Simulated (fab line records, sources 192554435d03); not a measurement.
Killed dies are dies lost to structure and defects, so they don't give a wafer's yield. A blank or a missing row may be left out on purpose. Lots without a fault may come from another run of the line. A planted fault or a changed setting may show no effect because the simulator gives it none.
fab line records | flow n5_finfet
record lots=4 wafers=12 last_day=17
route steps=1938 shown MOL_CONTACT_COAG@518 PASSIVATION@1936
lots that met no fault: from a run of the same line without faults
start_h: hours from the record's first day to the start of the lot's first wafer shown | wait_h: hours since the lot's step before | " the same as in the row above | L1.1+2: a row that stands for several wafers | - no value, or no start given | * or withheld: withheld | < > ~ a bound
route shown NAME@n: a module of which the file shows steps, and the number in the route of the first | usual: mean/standard deviation of fault-free wafers | same: alike in all rows | chamber/n: place in a boat | sites: the reading at each site | _std_site: their standard deviation | _edge_site: outer sites' mean less inner sites' | radius_mm: how far each site lies from the wafer's centre | mask NAME#n: copy n | behind: the tool/chamber that last shaped the wafer | hold: why the lot was held/for how many hours/how that ended | device: the transistor (n, p or np) that didn't switch | end of line: the same wafers' tests at the end of the route | a step without rows: its recipe alone | killed: dies lost to structure and defects at the first sort, not the wafer's yield | map: a wafer's dies, x killed, . not, _ none there
set.NAME: the setting as run; set.NAME@STEP: as run at that earlier step | model.NAME: the simulator's own value behind a step, which no gauge read
lots at some steps of the route; a table a step, a row a wafer
services: from which hour (start_h, from the record's first day; less than 0 if before it) a tool's chamber was out of use, for how many hours, and why
## steps
# step N5_MOL_CONTACT_COAG_COAT_104
# recipe resist=SiARC temp_c=220 time_s=60 spin_rpm=1500 resist_thk_nm=12
# step N5_MOL_CONTACT_COAG_COAT_58
# recipe resist=underlayer temp_c=205 time_s=60 spin_rpm=1500 resist_thk_nm=10
# step N5_MOL_CONTACT_COAG_COAT_02
# recipe resist=CAR-EUV spin_rpm=1500 resist_thk_nm=30
# step N5_MOL_CONTACT_COAG_EBR_04
# recipe solvent=PGMEA ebr_width_mm=1.5
# step N5_MOL_CONTACT_COAG_SOFTBAKE_03
# recipe temp_c=110 time_s=60 resist=CAR-EUV
# step N5_MOL_CONTACT_COAG_EXPOSE_05
# recipe mask_id=CA na=0.33 source_shape=annular sigma_inner=0.4 sigma_outer=0.8 polarization=unpolarized defocus_nm=0 dose_mj=38.25
# step N5_MOL_CONTACT_COAG_PEB_06
# recipe peb_temp_c=100 peb_time_s=60 resist=CAR-EUV
# step N5_MOL_CONTACT_COAG_DEVELOP_07
# recipe develop_time_s=30 developer=TMAH resist=CAR-EUV rinse_liquid=surfactant_rinse dry=air_spin dev_temp_c=23
# step N5_MOL_CONTACT_COAG_DESCUM_13
# recipe chemistry=O2 time_s=7 source_power_w=50 bias_power_w=20 pressure_mtorr=20 rf_frequency_hz=2.712e+07 temp_c=40 resist=CAR-EUV o2_flow_sccm=225
# step N5_MOL_CONTACT_COAG_ETCH_59
# recipe chemistry=N2/H2 target=underlayer target_depth_a=130 mask_material=CAR-EUV time_s=10.4 ion_energy_ev=200 pressure_mtorr=30 source_w=840 bias_w=150 n2_flow_sccm=200 h2_flow_sccm=200 ends=cleared
# usual drypump_motor_current_A=5.8/0.43 etch_rf_on_time_s=10.37/0.17 oes_product_au=0.66/0.077 rf_vpp_V=524.7/2.8 showerhead_plenum_p_Torr=2.58/0.1 throttle_valve_pct=17.92/0.29
# columns lot.wafer tool chamber start_h wait_h drypump_motor_current_A etch_rf_on_time_s oes_product_au rf_hours_counter_h rf_vpp_V showerhead_plenum_p_Torr throttle_valve_pct
L846.2 rie_diel-06 0 118.91 0.0 5.8 10.30 0.60 209 523.3 2.52 18.27
L846.3 " 2 " " 5.1 10.43 0.63 168 520.2 2.43 18.17
L846.6 " 1 " " 5.9 10.22 0.60 - 519.4 2.41 18.53
L851.1 rie_diel-06 0 147.06 0.0 5.8 10.34 0.59 220 523.0 2.52 18.29
L851.2 " 1 " " 5.9 10.38 0.58 241 520.3 2.41 18.57
L851.3 " 3 " " 5.7 10.17 0.78 22 527.4 2.71 17.69
L861.2 rie_diel-06 3 207.12 0.0 5.8 10.29 0.74 47 528.9 2.69 17.72
L861.3 " 2 " " 5.1 10.51 0.61 196 518.6 2.42 18.22
L861.5 " 2 " " 5.1 10.59 0.61 - 520.7 2.42 18.23
L864.1 rie_diel-06 2 221.94 0.0 5.1 10.43 0.60 202 520.8 2.42 18.24
L864.2 " 3 " " 5.7 10.18 0.73 53 529.4 2.69 17.74
L864.6 " 1 " " 5.9 10.06 0.82 - 526.9 2.71 18.16
# step N5_MOL_CONTACT_COAG_ETCH_105
# recipe chemistry=CF4 target=SiARC target_depth_a=156 mask_material=CAR-EUV time_s=26 ion_energy_ev=80 pressure_mtorr=40 source_w=545 bias_w=36 Ar_flow_sccm=100 cf4_flow_sccm=100 ends=cleared
# step N5_MOL_CONTACT_COAG_ETCH_106
# recipe chemistry=N2/H2 target=SOC target_depth_a=800 overetch_a=160 mask_material=SiARC temp_c=40 time_s=120 ion_energy_ev=200 pressure_mtorr=30 source_w=840 bias_w=150 n2_flow_sccm=200 h2_flow_sccm=200
# step N5_MOL_CONTACT_COAG_STRIP_107
# recipe chemistry=N2/H2 temp_c=40 n2_flow_sccm=200 h2_flow_sccm=200 rf_frequency_hz=6e+07
# step N5_MOL_CONTACT_COAG_STRIP_108
# recipe chemistry=N2/H2 temp_c=40 n2_flow_sccm=200 h2_flow_sccm=200 rf_frequency_hz=6e+07
# step N5_MOL_CONTACT_COAG_CONTACT_ETCH_14
# recipe chemistry=C4F6/O2 target=SiO2 target_depth_a=275 overetch_a=85 mask_material=SOC pressure_mtorr=30 source_w=370 bias_w=185 Ar_flow_sccm=300 C4F6_flow_sccm=16 O2_flow_sccm=10 time_s=20 ion_energy_ev=259.6
# step N5_MOL_CONTACT_COAG_STRIP_109
# recipe chemistry=C4F6/O2 resist=SiARC rf_frequency_hz=6e+07
# step N5_MOL_CONTACT_COAG_ETCH_15
# recipe chemistry=CH3F/O2 target=SiNx target_depth_a=70 mask_material=SOC stop_on=Si:P over_etch_frac=0.75 ion_energy_ev=120 pressure_mtorr=30 source_w=395 bias_w=73 Ar_flow_sccm=150 CH3F_flow_sccm=30 O2_flow_sccm=20
# step N5_MOL_CONTACT_COAG_ETCH_110
# recipe chemistry=CF4/O2 target=Si target_depth_a=25 time_s=8 pressure_mtorr=100 source_w=200 bias_w=12 ion_energy_ev=60 Ar_flow_sccm=100 cf4_flow_sccm=100 O2_flow_sccm=10
# step N5_MOL_CONTACT_COAG_STRIP_98
# recipe chemistry=N2/H2 power_w=500 temp_c=40 pressure_mtorr=50 rf_frequency_hz=6e+07 overash_fraction=0.3 bias_power_w=8 h2_frac=0.5 n2_flow_sccm=300 h2_flow_sccm=300
# step N5_MOL_CONTACT_COAG_IMPLANT_129
# recipe species=Ge energy_kev=3 dose_cm2=6e+14 tilt_deg=0 rotation_deg=0
# step N5_MOL_CONTACT_COAG_PRECLEAN_111
# recipe chemistry=NF3:NH3 afs_cycles=1 temp_c=30 time_s=20 sublimation_temp_c=180 sublimation_time_s=60 pressure_torr=3 rf_power_w=30
# step N5_MOL_CONTACT_COAG_TI_SIL_19
# recipe material=Ti target_thk_a=42 temp_c=200 chamber_pressure_pa=5 power_w=5000 time_s=15
# step N5_MOL_CONTACT_COAG_ALD_20
# recipe material=TiN target_thk_a=15 temp_c=400 ald_precursor_family=TiCl4 ald_co_reactant=NH3 pulse_time_s=1 purge_time_s=3 co_reactant_purge_time_s=2 co_reactant_pulse_time_s=2 ald_cycles=68 pressure_torr=3
# step N5_MOL_CONTACT_COAG_SIL_ANNEAL_21
# recipe temp_c=550 time_s=60 ambient=N2
# step N5_MOL_CONTACT_COAG_PRE_CLEAN_141
# recipe gas=H2/He time_s=60 temp_c=300
# step N5_MOL_CONTACT_COAG_SPUTTER_143
# recipe material=Co target_thk_a=25 temp_c=25 chamber_pressure_pa=0.2
# step N5_MOL_CONTACT_COAG_CO_FILL_22
# recipe material=Co target_thk_a=200 temp_c=200 precursor=CCTBA/H2 pressure_torr=30
# step N5_MOL_CONTACT_COAG_ANNEAL_113
# recipe temp_c=400 time_s=300 ambient=H2/N2
# step N5_MOL_CONTACT_COAG_PRE_CLEAN_142
# recipe gas=H2/He time_s=60 temp_c=300
# step N5_MOL_CONTACT_COAG_SPUTTER_130
# recipe material=Co target_thk_a=475 temp_c=25 chamber_pressure_pa=0.5 power_w=3000
# step N5_MOL_CONTACT_COAG_PRECLEAN_125
# recipe chemistry=DIW time_s=57.5 temp_c=23
# step N5_MOL_CONTACT_COAG_SRD_126
# recipe dry_time_s=32 dry=n2_spin spin_rpm=1500
# step N5_MOL_CONTACT_COAG_CMP_23
# recipe stop_on=SiO2 t_overpolish_s=1.5 post_cmp_clean=cu_alkaline down_force_psi=2 platen_rpm=50.289 pad_velocity_m_s=1.0006 target_thk_nm=0
# step N5_MOL_CONTACT_COAG_WET_ETCH_26
# recipe target=Co target_depth_nm=13
# step N5_MOL_CONTACT_COAG_WET_ETCH_116
# recipe chemistry=SC1-inhibited target_depth_nm=4.6 dry=ipa_marangoni rinse_time_s=30 rinse_temp_c=23
# step N5_MOL_CONTACT_COAG_ALD_27
# recipe material=SiOC target_thk_a=170 temp_c=400 ald_precursor_family=carbosiloxane ald_co_reactant=H2-plasma pulse_time_s=1.5 time_s=2720 purge_time_s=2 co_reactant_purge_time_s=2 ald_cycles=340 pressure_torr=2
# step N5_PASSIVATION_PROBE_49
# usual defect_limited_yield=91.7/1.5 killed_at_M0_to_M3=30/8.6 killed_at_M4_up=12/4.5 killed_at_contacts=13/5.8 killed_at_front_end=38/11 killed_at_other=4/3 killed_dies=97/17 killed_open=63/12 killed_short=32/8.8 sort_bin_5_function=4.8/0.91 sort_bin_6_memory=3.1/0.68 sort_n_pass=1083/17 sort_yield_pct=91.7/1.5
# same gross_dies=1180 killed_at_back_side=0 sort_bin_4_leakage[%]=0 sort_bin_8_speed[%]=0
# columns lot.wafer tool chamber start_h wait_h defect_limited_yield[%] killed_at_M0_to_M3 killed_at_M4_up killed_at_contacts killed_at_front_end killed_at_other killed_dies killed_open killed_short sort_bin_5_function[%] sort_bin_6_memory[%] sort_n_pass sort_yield_pct[%]
L861.2 prober-02 - 391.06 0.1 83.2 23 11 98 53 13 198 61 47 10.6 4.7 982 83.2
L861.3 prober-02 - 391.11 0.1 84.9 34 10 98 30 6 178 59 21 9.3 4.2 1002 84.9
L861.5 prober-02 - 391.21 0.2 84.5 20 9 98 51 5 183 61 23 10.7 3.5 997 84.5
L864.1 prober-01 - 415.81 0.0 85.4 31 8 103 30 0 172 51 24 10.2 3.3 1008 85.4
L864.2 prober-01 - 415.86 0.1 84.4 27 13 107 36 1 184 56 30 9.4 5.3 996 84.4
L864.6 prober-01 - 416.06 0.3 89.6 20 6 62 30 5 123 46 27 6.6 2.5 1057 89.6
# killed by level:class
L861.2 MOL_CONTACT_COAG:unspecified=88 STI_FIN_REVEAL:geometric_particle:open=12 FIN_SAQP:geometric_particle:short=10 FIN_SAQP:geometric_particle:open=9 MOL_CONTACT_COAG:geometric_particle:open=9 BEOL_M0_SAQP:geometric_particle:short=7 STI_FIN_REVEAL:geometric_particle:short=6 BEOL_M3:geometric_particle:open=5
L861.3 MOL_CONTACT_COAG:unspecified=94 FIN_SAQP:geometric_particle:open=9 BEOL_M0_SAQP:geometric_particle:short=7 BEOL_M2:geometric_particle:open=7 STI_FIN_REVEAL:geometric_particle:open=6 BEOL_M0_SAQP:geometric_particle:open=6 BEOL_M0:geometric_particle:short=5 GATE_CUT:geometric_particle:open=4
L861.5 MOL_CONTACT_COAG:unspecified=96 STI_FIN_REVEAL:geometric_particle:open=14 FIN_SAQP:geometric_particle:open=10 BEOL_M0:geometric_particle:open=7 GATE_CUT:geometric_particle:short=5 BEOL_M3:geometric_particle:open=5 FIN_SAQP:geometric_particle:short=4 GATE_CUT:geometric_particle:open=4
L864.1 MOL_CONTACT_COAG:unspecified=94 BEOL_M3:geometric_particle:open=8 BEOL_M0_SAQP:geometric_particle:short=6 BEOL_M1:geometric_particle:open=6 BEOL_M0_SAQP:geometric_particle:open=5 STI_FIN_REVEAL:geometric_particle:open=5 MOL_CONTACT_COAG:geometric_particle:open=5 FIN_SAQP:geometric_particle:short=4
L864.2 MOL_CONTACT_COAG:unspecified=97 STI_FIN_REVEAL:geometric_particle:open=8 BEOL_M1:geometric_particle:open=8 MOL_CONTACT_COAG:geometric_particle:open=7 BEOL_M4:geometric_particle:open=7 FIN_SAQP:geometric_particle:open=6 FIN_SAQP:geometric_particle:short=6 BEOL_M0_SAQP:geometric_particle:open=6
L864.6 MOL_CONTACT_COAG:unspecified=46 MOL_CONTACT_COAG:geometric_particle:open=10 FIN_SAQP:geometric_particle:short=6 STI_FIN_REVEAL:geometric_particle:open=6 MOL_CONTACT_COAG:geometric_particle:short=6 BEOL_M3:geometric_particle:open=5 BEOL_M0_SAQP:geometric_particle:short=4 BEOL_M1:geometric_particle:open=4
# map L861.2 (x killed, . not)
_________________......x.x...________________
______________.................._____________
___________.....x............xx....__________
__________..........x.......x.xx...._________
________......x...x..................._______
_______.......x.......x....x...........______
______x......x..........x..x...........x_____
_____.....................x.......x......____
____..x........................x..........___
___.........x....x......x....x..........x..__
___....x....x..........................x...__
__x..........xxx..x....x..........xx...x...._
__........x.x......x.......x...............x_
_..............x....x...........x............
_.................x...x...x.x................
_..x......x......x...x......x................
_..x.............x....x...xx.x.x........x....
_...............x...x...xxxxxxx...x..........
_..x.....x.........x..xxx.xxxxxxxxxx....x....
_.....xx...........x..xx.xxxxxxxx.........x..
_......................xxxxxxxxxxxx.......x..
__..........x..........xxxxxxxxxxxx.x......._
__.x.........x.....x.....xxxxxxxx.xxx....x.._
___x..................x.xx.xxxxxxxx.x.....x__
___x...............x......xx.xx....x.....x.__
____...xx........x.........x..x..x..x.....___
_____...........x....xx....x..x..........____
______....x.........x..x......xx.....xx._____
_______.........xx.....................______
________.........................x...x_______
__________........................x._________
___________x.......................__________
______________................xx_____________
_________________.....x......________________
# map L864.2 (x killed, . not)
_________________.xx....xxx..________________
______________x............x...._____________
___________x..................x....__________
__________.......................x.._________
________.........x..x...x.......x....._______
_______x.....x...x........x............______
______..x.....................x........._____
_____........................x...........____
____.x...........xx.............x.........___
___.....x..........x............x...x......__
___..........x..............x..............__
__..............x.......x..................._
__.....x.....................xx............._
_...........................x................
_...x..........x.............x...x....x......
_.............................x.....x........
_.x....................x.x.xxx..........x...x
_..............x..xxx..xx.xxxxxxxx...........
_..............x..x.....xxxxxxxxxxx..........
_......................xxxxxxxxxxx..x........
_......................xxxxxxxxxxxxx.........
__.........x.x.x......xxxxxxxxxxxxxx........_
__...x.................x.xxxxxxxxx.x.x......_
___x...x................xx.xxxx....x....xxx__
___..........x...........xxxxxxx........x..__
____...........x.....x.....xxx.x..........___
_____....x.........x...xxxx...........xx.____
______........................x........._____
_______..x....x.....x......xx..x.......______
________x...............x..xx........._______
__________...xx....................._________
___________...x....................__________
______________......x..........._____________
_________________............________________
## services
# columns tool chamber start_h hours kind
rie_diel-06 1 99.50 6.9 repair
rie_diel-06 1 170.03 - clean
rie_diel-06 1 170.03 - consumable_replace:focus_ring
rie_diel-06 1 170.03 - consumable_replace:showerhead
rie_diel-06 1 170.03 12.2 scheduled_down
rie_diel-06 1 170.03 12.2 vent_cycle
rie_diel-06 0 200.31 15.8 repair
## key
first_sign step=N5_PASSIVATION_PROBE_49 reading=killed_at_contacts direction=up sigmas=14 usual=13 struck=94
effect step=N5_PASSIVATION_PROBE_49 reading=killed_dies direction=up sigmas=4.4 usual=97 struck=173
more_kills_born_at N5_MOL_CONTACT_COAG_ETCH_59@rie_diel-06=515
met_at N5_MOL_CONTACT_COAG_ETCH_59
struck_wafers L861.2,L861.3,L861.5,L864.1,L864.2,L864.6
onset_between 147.06 207.12
also_fits time
fault kind=chamber_particle_source tool=rie_diel-06 chamber=- onset_h=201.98 steps=N5_MOL_CONTACT_COAG_ETCH_59 rate_per_visit_cm2=0.41336 end_h=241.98
